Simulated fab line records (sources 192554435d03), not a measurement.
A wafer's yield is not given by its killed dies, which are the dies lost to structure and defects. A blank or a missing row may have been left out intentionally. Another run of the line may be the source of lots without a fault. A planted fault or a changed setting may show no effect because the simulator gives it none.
fab line records    flow n5-finfet
record lots=9  wafers=24  last-day=16
route steps=1938 shown BEOL_M1@786 BEOL_M4@1111 PASSIVATION@1936
lots that met no fault: from a run of the same line without faults
start-h: hours from the record's opening day to when the first of the lot's shown wafers began    wait-h: hours since the lot's step before    " unchanged from the row above    L1.1+2: a single row standing in for several wafers    - no value, or no start was given    * or withheld: withheld    < > ~ a bound
route shown NAME@n: names a module that has steps shown in the file, with the first one's number in the route    usual: the fault-free wafers' mean and standard deviation    same: alike in all rows    chamber/n: place in a boat    sites: readings site by site    _std_site: their standard deviation    _edge_site: outer sites' mean less inner sites'    radius-mm: how far each site lies from the wafer's centre    mask NAME#n: copy n    behind: the last tool/chamber to shape the wafer    hold: why the lot went on hold/how many hours it stayed there/how the hold came to an end    device: whichever transistor did not switch (one of n, p or np)    end of line: the tests these same wafers got at the end of their route    a step with no rows: only its recipe    killed: not the wafer's yield, but the dies lost to structure and defects at the first sort    map: a wafer's dies, x killed, . not, _ none there
set.NAME: setting as actually run; set.NAME@STEP: the setting as run at that earlier step    model.NAME: the simulator's own value behind a step, which no gauge read
the route's steps for a sample of lots (tables are steps, rows are wafers)
services: a tool's chamber out of use, with start hour (start-h, from the record's first day; less than 0 if before it), hours out, and reason
## steps
# step N5_BEOL_M1_CD_MEAS_28
# recipe landing-energy-ev=500  detector=se-inlens  target-cd-y-nm=23.3
# usual cd-nm=24.00/0.27
lot.wafer  tool       chamber  start-h  wait-h  cd-nm
L348.1     cd-sem-01  0        131.12   -       24.15
L348.5     "          0        "        "       24.42
L349.3     cd-sem-01  0        131.31   -       23.85
L349.4     "          0        "        "       24.11
L349.6     "          0        "        "       24.13
L352.2     cd-sem-03  0        154.01   -       23.97
L352.4     "          0        "        "       24.14
L352.6     "          0        "        "       23.87
L353.4     cd-sem-03  0        166.37   -       24.17
L353.5     "          0        "        "       23.78
L353.6     "          0        "        "       23.95
L355.1     cd-sem-02  0        176.25   -       24.16
L355.3     "          0        "        "       24.16
L355.5     "          0        "        "       24.01
L357.3     cd-sem-03  0        184.17   -       23.76
L357.4     "          0        "        "       23.64
L357.5     "          0        "        "       23.52
L359.5     cd-sem-02  0        201.00   -       24.16
L359.6     "          0        "        "       23.88
L362.2     cd-sem-02  0        215.13   -       23.80
L362.4     "          0        "        "       24.24
L362.6     "          0        "        "       24.44
L368.1     cd-sem-01  0        242.64   -       23.95
L368.4     "          0        "        "       24.51
# step N5_BEOL_M1_TRENCH_ETCH_37
# recipe chemistry=C4F6/O2  target-depth-a=552.07  target=SiOC  time-s=29  ion-energy-ev=250  pressure-mtorr=30  source-w=355  bias-w=185  Ar_flow_sccm=300  C4F6_flow_sccm=10  O2_flow_sccm=10
# usual C4F6_flow_sccm=9.998/0.029  bias-w=185.0/0.6  drypump-motor-current-A=5.8/0.53  oes-product-au=0.79/0.072  rf-vpp-V=671/14  showerhead-plenum-p-Torr=2.84/0.054  throttle-valve-pct=20.75/0.21
lot.wafer  tool         chamber  start-h  wait-h  C4F6_flow_sccm  bias-w  drypump-motor-current-A  oes-product-au  rf-hours-counter-h  rf-vpp-V  showerhead-plenum-p-Torr  throttle-valve-pct
L348.1     rie-diel-03  3        131.80   -       10.050          184.6   6.6                      0.84            73                  657       2.85                      20.46
L348.5     "            1        "        "       10.002          184.6   4.8                      0.97            -                   686       2.91                      20.60
L349.3     rie-diel-03  3        132.45   -       10.001          183.5   6.7                      0.83            73                  658       2.85                      20.47
L349.4     "            2        "        "       10.043          185.9   5.7                      0.71            217                 661       2.92                      20.83
L349.6     "            1        "        "       10.022          185.1   4.8                      0.96            -                   686       2.91                      20.61
L352.2     rie-diel-05  1        155.06   -       10.051          185.0   5.6                      0.75            153                 649       2.93                      20.55
L352.4     "            0        "        "       9.989           184.9   5.8                      0.71            217                 681       2.81                      20.86
L352.6     "            2        "        "       9.945           185.0   5.9                      0.83            -                   645       2.86                      20.55
L353.4     rie-diel-02  1        174.60   -       10.022          184.6   5.7                      0.80            90                  669       2.77                      20.76
L353.5     "            1        "        "       9.985           185.2   5.7                      0.81            -                   668       2.76                      20.75
L353.6     "            2        "        "       10.013          184.7   6.4                      0.71            -                   669       2.84                      20.97
L355.1     rie-diel-05  0        183.77   -       10.003          184.3   5.8                      0.71            224                 682       2.81                      20.86
L355.3     "            1        "        "       9.988           184.6   5.7                      0.75            161                 649       2.93                      20.55
L355.5     "            1        "        "       9.993           184.7   5.7                      0.75            -                   651       2.93                      20.55
L357.3     rie-diel-02  0        184.85   -       10.021          185.0   5.4                      0.90            49                  688       2.80                      20.40
L357.4     "            2        "        "       9.964           184.9   6.4                      0.71            165                 667       2.84                      20.97
L357.5     "            2        "        "       9.987           184.6   6.4                      0.72            -                   668       2.84                      20.99
L359.5     rie-diel-03  0        209.90   -       10.010          185.3   5.3                      0.82            -                   686       2.77                      20.83
L359.6     "            3        "        "       9.972           185.9   6.6                      0.80            -                   658       2.84                      20.50
L362.2     rie-diel-03  2        215.87   -       9.976           186.1   5.7                      0.69            236                 661       2.91                      20.86
L362.4     "            1        "        "       9.980           185.4   4.8                      0.90            27                  686       2.90                      20.64
L362.6     "            2        "        "       9.978           185.1   5.7                      0.70            -                   658       2.91                      20.87
L368.1     rie-diel-03  3        244.52   -       9.997           184.3   6.6                      0.80            107                 659       2.84                      20.51
L368.4     "            1        "        "       10.039          183.7   4.8                      1.12            35                  685       2.90                      20.70
# step N5_BEOL_M1_ETCH_41
# recipe chemistry=CH3F/O2  target=SiCN  target-depth-a=319  taper-deg=2  time-s=57.8  ion-energy-ev=120  mask-material=TiN  pressure-mtorr=30  source-w=395  bias-w=75  Ar_flow_sccm=150  CH3F_flow_sccm=30  O2_flow_sccm=20
# usual bias-w=75.00/0.23  drypump-motor-current-A=5.7/0.54  oes-product-au=0.79/0.073  rf-vpp-V=297.3/1.4  showerhead-plenum-p-Torr=1.99/0.04  throttle-valve-pct=16.24/0.2
lot.wafer  tool         chamber  start-h  wait-h  bias-w  drypump-motor-current-A  oes-product-au  rf-hours-counter-h  rf-vpp-V  showerhead-plenum-p-Torr  throttle-valve-pct
L348.1     rie-diel-03  3        -        -       75.17   6.7                      0.83            73                  297.6     2.01                      15.97
L348.5     "            1        "        "       75.00   4.8                      0.97            -                   298.4     2.05                      16.06
L349.3     rie-diel-03  3        -        -       74.58   6.6                      0.83            73                  299.8     2.01                      15.99
L349.4     "            2        "        "       75.23   5.7                      0.71            217                 298.1     2.06                      16.39
L349.6     "            1        "        "       75.09   4.8                      0.95            -                   298.5     2.05                      16.02
L352.2     rie-diel-05  1        -        -       75.07   5.6                      0.74            153                 299.0     2.06                      16.09
L352.4     "            0        "        "       75.16   5.8                      0.71            217                 296.2     1.98                      16.35
L352.6     "            2        "        "       74.77   5.9                      0.83            -                   299.5     2.02                      16.03
L353.4     rie-diel-02  1        -        -       74.93   5.7                      0.81            90                  295.7     1.94                      16.20
L353.5     "            1        "        "       74.99   5.7                      0.82            -                   295.1     1.94                      16.21
L353.6     "            2        "        "       75.38   6.5                      0.71            -                   296.3     2.00                      16.48
L355.1     rie-diel-05  0        -        -       74.89   5.8                      0.70            224                 297.6     1.97                      16.37
L355.3     "            1        "        "       75.04   5.6                      0.74            161                 299.4     2.06                      16.10
L355.5     "            1        "        "       74.71   5.6                      0.74            -                   299.0     2.06                      16.10
L357.3     rie-diel-02  0        -        -       75.13   5.4                      0.89            49                  295.8     1.96                      15.84
L357.4     "            2        "        "       74.84   6.5                      0.71            165                 296.4     2.00                      16.49
L357.5     "            2        "        "       75.27   6.5                      0.71            -                   299.2     2.00                      16.49
L359.5     rie-diel-03  0        -        -       74.88   5.3                      0.83            -                   295.9     1.94                      16.24
L359.6     "            3        "        "       75.36   6.6                      0.81            -                   298.9     2.00                      16.02
L362.2     rie-diel-03  2        -        -       75.18   5.7                      0.70            236                 298.4     2.05                      16.42
L362.4     "            1        "        "       74.91   4.8                      0.89            27                  297.3     2.04                      16.08
L362.6     "            2        "        "       75.19   5.8                      0.70            -                   298.0     2.05                      16.43
L368.1     rie-diel-03  3        -        -       75.06   6.6                      0.80            107                 297.4     2.00                      16.04
L368.4     "            1        "        "       75.03   4.8                      0.88            35                  297.5     2.03                      16.10
# step N5_BEOL_M1_OCD_MEAS_38
# usual trench-depth-nm=55.5/1
lot.wafer  tool    chamber  start-h  wait-h  trench-depth-nm
L348.1     ocd-02  -        131.96   -       56.8
L348.5     "       -        "        "       56.8
L349.3     ocd-02  -        132.62   -       55.6
L349.4     "       -        "        "       54.7
L349.6     "       -        "        "       55.9
L352.2     ocd-02  -        155.22   -       55.8
L352.4     "       -        "        "       53.8
L352.6     "       -        "        "       55.7
L353.4     ocd-01  -        174.76   -       55.5
L353.5     "       -        "        "       56.3
L353.6     "       -        "        "       54.0
L355.1     ocd-02  -        183.92   -       54.5
L355.3     "       -        "        "       56.0
L355.5     "       -        "        "       56.3
L357.3     ocd-02  -        185.02   -       57.5
L357.4     "       -        "        "       54.6
L357.5     "       -        "        "       55.0
L359.5     ocd-01  -        210.06   -       55.9
L359.6     "       -        "        "       54.8
L362.2     ocd-01  -        216.02   -       54.7
L362.4     "       -        "        "       57.0
L362.6     "       -        "        "       54.3
L368.1     ocd-01  -        244.68   -       55.7
L368.4     "       -        "        "       80.3
# step N5_BEOL_M1_PRE_CLEAN_45
# recipe gas=H2/He  time-s=30  temp-c=250
# usual heater-power-w=327/16
lot.wafer  tool            chamber  start-h  wait-h  heater-power-w
L348.1     pvd-sputter-03  -        132.43   0.0     331
L348.5     "               -        "        "       350
L349.3     pvd-sputter-03  -        132.89   0.0     345
L349.4     "               -        "        "       333
L349.6     "               -        "        "       336
L352.2     pvd-sputter-02  -        155.57   0.0     310
L352.4     "               -        "        "       325
L352.6     "               -        "        "       310
L353.4     pvd-sputter-02  -        175.48   0.0     325
L353.5     "               -        "        "       320
L353.6     "               -        "        "       345
L355.1     pvd-sputter-02  -        184.65   0.0     346
L355.3     "               -        "        "       316
L355.5     "               -        "        "       344
L357.3     pvd-sputter-02  -        186.86   0.0     335
L357.4     "               -        "        "       317
L357.5     "               -        "        "       320
L359.5     pvd-sputter-02  -        210.58   0.0     323
L359.6     "               -        "        "       319
L362.2     pvd-sputter-02  -        216.26   0.0     315
L362.4     "               -        "        "       326
L362.6     "               -        "        "       352
L368.1     pvd-sputter-01  -        245.64   0.0     333
L368.4     "               -        "        "       267
# step N5_BEOL_M4_RC_MEAS_101
# usual CHAIN_V0=238/12  CHAIN_V0_max_site=247/12  DIBL_N=36.0/2.2  DIBL_P=35.9/2.6  IOFF_N=0.16/0.038  IOFF_P=0.21/0.042  ION_N=675/15  ION_P=463/10  SS_N=71.5/0.62  SS_P=73.2/0.76  VT_N=250/4.1  VT_P=-251/3.6
lot.wafer  tool       chamber  start-h  wait-h  CHAIN_V0[ohm/link]  CHAIN_V0_max_site[ohm/link]  DIBL_N[mV/V]  DIBL_P[mV/V]  IOFF_N[nA/um]  IOFF_P[nA/um]  ION_N[uA/um]  ION_P[uA/um]  SS_N[mV/dec]  SS_P[mV/dec]  VT_N[mV]  VT_P[mV]
L348.1     prober-01  0        168.74   0.0     224                 230                          37.3          37.3          0.17           0.21           674           461           71.5          73.2          251       -254
L348.5     "          0        "        "       234                 243                          35.4          35.0          0.14           0.19           667           454           71.6          72.4          251       -253
L349.3     prober-02  0        168.92   0.3     259                 270                          36.3          37.2          0.17           0.21           675           458           72.3          73.5          249       -252
L349.4     "          0        "        "       252                 264                          35.1          36.8          0.15           0.19           662           454           71.6          73.3          251       -252
L349.6     "          0        "        "       250                 258                          32.8          34.1          0.12           0.16           672           463           70.7          72.1          253       -255
L352.2     prober-01  0        195.36   0.2     232                 239                          38.7          39.3          0.21           0.26           690           471           72.2          74.5          245       -249
L352.4     "          0        "        "       228                 235                          36.1          35.5          0.16           0.19           675           459           72.4          73.7          249       -251
L352.6     "          0        "        "       225                 233                          33.1          32.3          0.12           0.16           662           452           71.2          72.1          252       -253
L353.4     prober-01  0        211.21   0.5     236                 242                          43.9          43.5          0.29           0.34           693           471           72.5          75.3          245       -245
L353.5     "          0        "        "       234                 237                          41.1          40.2          0.22           0.26           687           469           72.6          74.2          243       -247
L353.6     "          0        "        "       241                 248                          37.2          35.3          0.14           0.19           684           467           71.3          73.0          252       -255
L355.1     prober-01  0        219.77   0.0     237                 248                          35.3          34.6          0.13           0.17           673           464           70.8          72.6          251       -255
L355.3     "          0        "        "       252                 257                          37.6          36.8          0.16           0.20           662           450           71.5          74.0          252       -254
L355.5     "          0        "        "       238                 243                          39.0          39.5          0.21           0.24           684           464           72.3          74.1          246       -252
L357.3     prober-01  0        227.78   0.3     225                 233                          32.1          32.0          0.11           0.13           679           457           70.8          71.7          251       -258
L357.4     "          0        "        "       262                 268                          37.1          37.1          0.16           0.19           687           463           72.5          72.6          250       -254
L357.5     "          0        "        "       230                 238                          35.9          37.0          0.15           0.20           676           453           71.3          72.6          247       -252
L359.5     prober-01  0        247.91   0.6     243                 247                          34.9          34.8          0.14           0.18           681           466           71.4          72.5          250       -250
L359.6     "          0        "        "       245                 250                          35.5          36.6          0.15           0.20           666           456           71.6          73.4          246       -254
L362.2     prober-01  0        264.52   0.2     237                 241                          35.9          34.9          0.14           0.17           670           458           71.9          73.3          253       -257
L362.4     "          0        "        "       223                 228                          34.5          34.9          0.14           0.17           656           452           71.3          74.0          248       -256
L362.6     "          0        "        "       231                 240                          33.3          32.4          0.10           0.15           632           438           71.4          73.3          254       -259
L368.1     prober-02  0        290.17   0.0     232                 240                          35.9          36.9          0.17           0.28           684           476           71.5          74.2          249       -243
L368.4     "          0        "        "       188                 190                          32.9          32.5          0.12           0.19           663           462           70.3          72.6          255       -249
# sites CHAIN_V0 radius-mm=0,75,75,75,75,140,140,140,140
L348.1 223 224 227 219 228 222 222 230 227
L349.3 261 262 259 261 270 252 246 245 250
L352.2 234 237 232 231 239 233 224 228 230
L353.4 235 237 232 236 235 242 242 233 239
L355.1 243 243 248 243 237 225 225 219 228
L357.3 227 225 233 228 227 223 219 224 224
L359.5 242 243 243 247 247 237 240 242 245
L362.2 231 237 241 237 238 235 232 240 236
L368.1 219 235 227 232 232 240 227 240 238
# step N5_PASSIVATION_PROBE_49
# usual defect-limited-yield=91.4/1.6  killed_at_M0_to_M3=35/10  killed_at_M4_up=12/4.7  killed-at-contacts=12/5.8  killed-at-front-end=38/12  killed-at-other=4/3.2  killed-dies=102/18  killed-on-rim=13/4.2  killed-open=68/14  killed-short=32/8  sort_bin_4_leakage=0.00/0.043  sort_bin_5_function=5.1/0.96  sort_bin_6_memory=3.2/0.77  sort_bin_8_speed=0.1/0.39  sort-n-pass=1078/20  sort-yield-pct=91.3/1.7
# same gross-dies=1180  killed-at-back-side=0
lot.wafer  tool       chamber  start-h  wait-h  defect-limited-yield[%]  killed_at_M0_to_M3  killed_at_M4_up  killed-at-contacts  killed-at-front-end  killed-at-other  killed-dies  killed-on-rim  killed-open  killed-short  sort_bin_4_leakage[%]  sort_bin_5_function[%]  sort_bin_6_memory[%]  sort_bin_8_speed[%]  sort-n-pass  sort-yield-pct[%]
L348.1     prober-02  -        275.55   0.0     93.6                     31                  10               7                   24                   4                76           8              45           30            0                      3.8                     2.4                   0                    1104         93.6
L348.5     prober-02  -        275.75   0.2     90.9                     31                  23               10                  36                   7                107          14             78           21            0                      4.5                     3.7                   0                    1073         90.9
L349.3     prober-02  -        276.29   0.1     93.9                     18                  9                8                   31                   6                72           12             51           21            0                      3.6                     2.2                   0                    1108         93.9
L349.4     prober-02  -        276.34   0.2     93.7                     26                  9                6                   32                   1                74           7              54           20            0                      3.6                     2.5                   0                    1106         93.7
L349.6     prober-02  -        276.44   0.3     94.5                     27                  13               5                   20                   0                65           6              43           21            0                      3.4                     2.0                   0                    1115         94.5
L352.2     prober-01  -        309.28   0.6     92.8                     30                  9                12                  28                   6                85           5              55           29            0                      3.6                     3.1                   0                    1095         92.8
L352.4     prober-01  -        309.38   0.7     91.8                     32                  7                10                  42                   6                97           17             66           29            0                      5.2                     2.5                   0                    1083         91.8
L352.6     prober-01  -        309.48   0.8     90.5                     47                  11               10                  39                   5                112          14             83           28            0                      5.5                     3.6                   0                    1068         90.5
L353.4     prober-02  -        319.83   0.2     91.9                     45                  9                11                  28                   2                95           12             57           37            0.51                   4.5                     3.3                   0                    1079         91.4
L353.5     prober-02  -        319.88   0.2     92.5                     47                  6                10                  24                   1                88           11             60           27            0                      4.7                     2.7                   0                    1092         92.5
L353.6     prober-02  -        319.93   0.3     92.9                     30                  7                7                   35                   5                84           13             52           22            0                      4.1                     2.1                   0                    1096         92.9
L355.1     prober-02  -        325.59   0.0     92.1                     39                  19               9                   20                   6                93           16             65           28            0                      4.7                     2.9                   0                    1087         92.1
L355.3     prober-02  -        325.69   0.1     90.3                     47                  9                4                   53                   1                114          18             74           32            0                      5.3                     3.5                   0                    1066         90.3
L355.5     prober-02  -        325.79   0.2     93.6                     25                  8                4                   35                   3                75           9              47           28            0                      3.5                     2.8                   0                    1105         93.6
L357.3     prober-02  -        337.05   0.1     92.7                     36                  10               5                   31                   4                86           8              48           36            0                      5.2                     1.9                   0                    1094         92.7
L357.4     prober-02  -        337.10   0.2     91.0                     40                  17               6                   40                   3                106          16             70           34            0                      4.4                     4.1                   0                    1074         91.0
L357.5     prober-02  -        337.15   0.2     92.4                     31                  13               10                  34                   2                90           14             57           33            0                      4.3                     3.1                   0                    1090         92.4
L359.5     prober-02  -        358.55   0.2     90.5                     37                  23               13                  35                   4                112          18             80           31            0                      6.9                     2.5                   0                    1068         90.5
L359.6     prober-02  -        358.60   0.3     89.8                     34                  15               14                  52                   5                120          19             76           44            0                      6.3                     3.7                   0                    1060         89.8
L362.2     prober-01  -        373.35   0.1     89.1                     45                  19               7                   45                   13               129          19             83           45            0                      5.7                     4.9                   0                    1051         89.1
L362.4     prober-01  -        373.45   0.2     89.9                     46                  17               11                  36                   9                119          18             91           28            0                      6.4                     3.6                   0                    1061         89.9
L362.6     prober-01  -        373.55   0.3     90.0                     48                  9                23                  32                   6                118          13             81           35            0                      5.8                     3.9                   2.5                  1033         87.5
L368.1     prober-02  -        390.75   0.4     91.0                     41                  14               17                  33                   1                106          12             72           33            0                      5.3                     3.1                   0                    1074         91.0
L368.4     prober-02  -        390.90   0.5     60.2                     390                 9                22                  40                   9                470          47             74           52            0                      5.9                     4.2                   0                    710          60.2
# killed by level:class
L348.1 BEOL_M2:geometric-particle:open=8 BEOL_M0_SAQP:geometric-particle:short=7 BEOL_M3:geometric-particle:open=5 MOL_CONTACT_COAG:geometric-particle:open=4 GATE_CUT:geometric-particle:short=4 STI_FIN_REVEAL:geometric-particle:open=3 BEOL_M0_SAQP:geometric-particle:open=3 MOL_CONTACT_COAG:geometric-particle:short=3
L348.5 MOL_CONTACT_COAG:geometric-particle:open=10 BEOL_M1:geometric-particle:open=10 BEOL_M4:geometric-particle:open=9 GATE_CUT:geometric-particle:open=7 BEOL_M2:geometric-particle:open=7 HKMG_FIN:area-etch=7 FIN_SAQP:geometric-particle:open=6 FIN_SAQP:geometric-particle:short=5
L349.3 STI_FIN_REVEAL:geometric-particle:open=10 MOL_CONTACT_COAG:geometric-particle:open=8 BEOL_M2:geometric-particle:open=5 FIN_SAQP:geometric-particle:short=4 DUMMY_GATE:geometric-particle:open=4 BEOL_M3:geometric-particle:open=4 FIN_SAQP:geometric-particle:open=3 GATE_CUT:geometric-particle:short=3
L349.4 FIN_SAQP:geometric-particle:open=9 BEOL_M2:geometric-particle:open=8 BEOL_M3:geometric-particle:open=8 DUMMY_GATE:geometric-particle:open=5 MOL_CONTACT_COAG:geometric-particle:open=5 FIN_SAQP:geometric-particle:short=4 GATE_CUT:geometric-particle:open=4 STARTING-WAFER:geometric-particle:short=4
L349.6 BEOL_M3:geometric-particle:open=9 BEOL_M2:geometric-particle:open=7 FIN_SAQP:geometric-particle:short=6 STI_FIN_REVEAL:geometric-particle:open=4 BEOL_M0_SAQP:geometric-particle:open=4 MOL_CONTACT_COAG:geometric-particle:short=3 BEOL_M0:geometric-particle:open=3 BEOL_M4:geometric-particle:open=3
L352.2 BEOL_M1:geometric-particle:open=14 MOL_CONTACT_COAG:geometric-particle:open=10 FIN_SAQP:geometric-particle:short=7 GATE_CUT:geometric-particle:short=7 FIN_SAQP:geometric-particle:open=5 BEOL_M3:geometric-particle:open=5 BEOL_M0_SAQP:geometric-particle:short=4 STARTING-WAFER:geometric-particle:short=4
L352.4 FIN_SAQP:geometric-particle:open=19 BEOL_M1:geometric-particle:open=10 MOL_CONTACT_COAG:geometric-particle:open=9 FIN_SAQP:geometric-particle:short=8 BEOL_M0_SAQP:geometric-particle:open=7 BEOL_M0_SAQP:geometric-particle:short=7 STARTING-WAFER:geometric-particle:open=4 BEOL_M0:geometric-particle:open=3
L352.6 BEOL_M2:geometric-particle:open=17 FIN_SAQP:geometric-particle:open=11 FIN_SAQP:geometric-particle:short=11 STI_FIN_REVEAL:geometric-particle:open=9 MOL_CONTACT_COAG:geometric-particle:open=9 BEOL_M3:geometric-particle:open=8 BEOL_M0_SAQP:geometric-particle:open=7 BEOL_M1:geometric-particle:open=7
L353.4 FIN_SAQP:geometric-particle:short=13 MOL_CONTACT_COAG:geometric-particle:open=9 BEOL_M0_SAQP:geometric-particle:open=8 BEOL_M2:geometric-particle:open=8 BEOL_M3:geometric-particle:open=7 BEOL_M0_SAQP:geometric-particle:short=6 BEOL_M1:geometric-particle:open=6 BEOL_M4:geometric-particle:open=5
L353.5 BEOL_M0_SAQP:geometric-particle:open=15 BEOL_M0_SAQP:geometric-particle:short=10 BEOL_M3:geometric-particle:open=7 STI_FIN_REVEAL:geometric-particle:open=6 MOL_CONTACT_COAG:geometric-particle:open=6 BEOL_M0:geometric-particle:open=6 BEOL_M2:geometric-particle:open=5 MOL_CONTACT_COAG:geometric-particle:short=4
L353.6 BEOL_M0_SAQP:geometric-particle:open=9 HKMG_FIN:area-etch=9 MOL_CONTACT_COAG:geometric-particle:open=7 BEOL_M3:geometric-particle:open=7 DUMMY_GATE:geometric-particle:open=6 STI_FIN_REVEAL:geometric-particle:open=4 BEOL_M2:geometric-particle:open=4 FIN_SAQP:geometric-particle:short=3
L355.1 BEOL_M3:geometric-particle:open=15 BEOL_M4:geometric-particle:open=14 MOL_CONTACT_COAG:geometric-particle:open=7 BEOL_M0_SAQP:geometric-particle:open=7 BEOL_M1:geometric-particle:short=5 STARTING-WAFER:geometric-particle:short=5 FIN_SAQP:geometric-particle:open=4 BEOL_M0_SAQP:geometric-particle:short=4
L355.3 STI_FIN_REVEAL:geometric-particle:open=22 BEOL_M2:geometric-particle:open=10 BEOL_M0_SAQP:geometric-particle:open=9 BEOL_M0_SAQP:geometric-particle:short=8 BEOL_M3:geometric-particle:open=8 HKMG_FIN:area-etch=7 FIN_SAQP:geometric-particle:short=5 FIN_SAQP:geometric-particle:open=5
L355.5 BEOL_M0_SAQP:geometric-particle:open=10 FIN_SAQP:geometric-particle:open=8 FIN_SAQP:geometric-particle:short=7 STI_FIN_REVEAL:geometric-particle:open=7 BEOL_M0_SAQP:geometric-particle:short=6 MOL_CONTACT_COAG:geometric-particle:open=4 BEOL_M3:geometric-particle:open=4 GATE_CUT:geometric-particle:short=3
L357.3 BEOL_M0_SAQP:geometric-particle:short=11 BEOL_M1:geometric-particle:open=8 BEOL_M0_SAQP:geometric-particle:open=8 FIN_SAQP:geometric-particle:short=4 DUMMY_GATE:geometric-particle:open=4 GATE_CUT:geometric-particle:short=4 MOL_CONTACT_COAG:geometric-particle:open=4 BEOL_M4:geometric-particle:open=4
L357.4 BEOL_M0_SAQP:geometric-particle:open=12 BEOL_M4:geometric-particle:open=11 BEOL_M1:geometric-particle:open=9 DUMMY_GATE:geometric-particle:open=6 BEOL_M0_SAQP:geometric-particle:short=6 BEOL_M3:geometric-particle:open=6 FIN_SAQP:geometric-particle:short=5 FIN_SAQP:geometric-particle:open=5
L357.5 FIN_SAQP:geometric-particle:short=14 BEOL_M1:geometric-particle:open=11 BEOL_M4:geometric-particle:open=8 FIN_SAQP:geometric-particle:open=6 MOL_CONTACT_COAG:geometric-particle:open=6 BEOL_M0_SAQP:geometric-particle:open=6 BEOL_M2:geometric-particle:short=5 MOL_CONTACT_COAG:geometric-particle:short=4
L359.5 MOL_CONTACT_COAG:geometric-particle:open=12 BEOL_M4:geometric-particle:open=11 STI_FIN_REVEAL:geometric-particle:open=10 BEOL_M0_SAQP:geometric-particle:open=10 BEOL_M2:geometric-particle:open=9 FIN_SAQP:geometric-particle:open=6 FIN_SAQP:geometric-particle:short=5 BEOL_M1:geometric-particle:open=5
L359.6 FIN_SAQP:geometric-particle:open=20 MOL_CONTACT_COAG:geometric-particle:open=13 FIN_SAQP:geometric-particle:short=11 BEOL_M0_SAQP:geometric-particle:short=9 BEOL_M2:geometric-particle:open=7 BEOL_M4:geometric-particle:open=6 BEOL_M0_SAQP:geometric-particle:open=5 BEOL_M3:geometric-particle:short=5
L362.2 BEOL_M0_SAQP:geometric-particle:open=13 FIN_SAQP:geometric-particle:short=12 STI_FIN_REVEAL:geometric-particle:open=12 BEOL_M0_SAQP:geometric-particle:short=12 BEOL_M4:geometric-particle:open=11 BEOL_M3:geometric-particle:open=9 FIN_SAQP:geometric-particle:open=7 MOL_CONTACT_COAG:geometric-particle:open=5
L362.4 BEOL_M3:geometric-particle:open=15 BEOL_M2:geometric-particle:open=11 STI_FIN_REVEAL:geometric-particle:open=9 MOL_CONTACT_COAG:geometric-particle:open=9 BEOL_M0_SAQP:geometric-particle:open=7 FIN_SAQP:geometric-particle:open=6 BEOL_M0_SAQP:geometric-particle:short=6 BEOL_M4:geometric-particle:open=6
L362.6 MOL_CONTACT_COAG:geometric-particle:open=21 BEOL_M0_SAQP:geometric-particle:short=14 BEOL_M0_SAQP:geometric-particle:open=13 BEOL_M3:geometric-particle:open=9 BEOL_M2:geometric-particle:open=8 STI_FIN_REVEAL:geometric-particle:open=7 ILD0:geometric-particle:open=5 DUMMY_GATE:geometric-particle:open=3
L368.1 MOL_CONTACT_COAG:geometric-particle:open=14 BEOL_M0_SAQP:geometric-particle:short=13 FIN_SAQP:geometric-particle:open=10 BEOL_M3:geometric-particle:open=7 GATE_CUT:geometric-particle:short=6 BEOL_M0_SAQP:geometric-particle:open=6 BEOL_M2:geometric-particle:open=6 FIN_SAQP:geometric-particle:short=5
L368.4 BEOL_M1:area-etch=344 MOL_CONTACT_COAG:geometric-particle:open=17 BEOL_M3:geometric-particle:open=12 GATE_CUT:geometric-particle:short=11 FIN_SAQP:geometric-particle:short=10 BEOL_M0_SAQP:geometric-particle:short=9 BEOL_M0_SAQP:geometric-particle:open=7 BEOL_M1:geometric-particle:open=6
## services
tool            chamber  start-h  hours  kind
rie-diel-03     1        109.14   -      clean
rie-diel-03     1        109.14   -      consumable-replace:focus-ring
rie-diel-03     1        109.14   17.6   scheduled-down
rie-diel-03     1        109.14   17.6   vent-cycle
rie-diel-02     3        119.31   7.9    repair
rie-diel-05     -        122.19   0.2    repair
rie-diel-05     3        129.67   16.7   repair
pvd-sputter-01  -        150.27   1.8    repair
rie-diel-05     -        159.80   1.1    repair
rie-diel-03     2        189.48   14.7   repair
## key
first-sign step=N5_BEOL_M1_TRENCH_ETCH_37  reading=oes-product-au  direction=up  sigmas=4.5  usual=0.79  struck=1.12
effect step=N5_BEOL_M1_OCD_MEAS_38  reading=trench-depth-nm  direction=up  sigmas=24  usual=55.5  struck=80.3
effect step=N5_BEOL_M4_RC_MEAS_101  reading=CHAIN_V0  direction=down  sigmas=4.3  usual=238  struck=188
effect step=N5_BEOL_M4_RC_MEAS_101  reading=CHAIN_V0_max_site  direction=down  sigmas=4.6  usual=247  struck=190
effect step=N5_PASSIVATION_PROBE_49  reading=killed_at_M0_to_M3  direction=up  sigmas=36  usual=35  struck=390
more-kills-born-at N5_BEOL_M1_TRENCH_ETCH_37@rie-diel-03=344
met-at N5_BEOL_M1_TRENCH_ETCH_37
struck-lots L368
struck-wafers L368.4
not-acting-at N5_BEOL_M1_CD_MEAS_28,N5_BEOL_M1_ETCH_41,N5_BEOL_M1_PRE_CLEAN_45
onset-between 215.87 244.52
fault kind=process-parameter-drift  tool=rie-diel-03  chamber=-  onset-h=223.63  steps=N5_BEOL_M1_TRENCH_ETCH_37  channel=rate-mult  offset=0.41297  shape=step  end-h=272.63  scope=struck-wafers-only
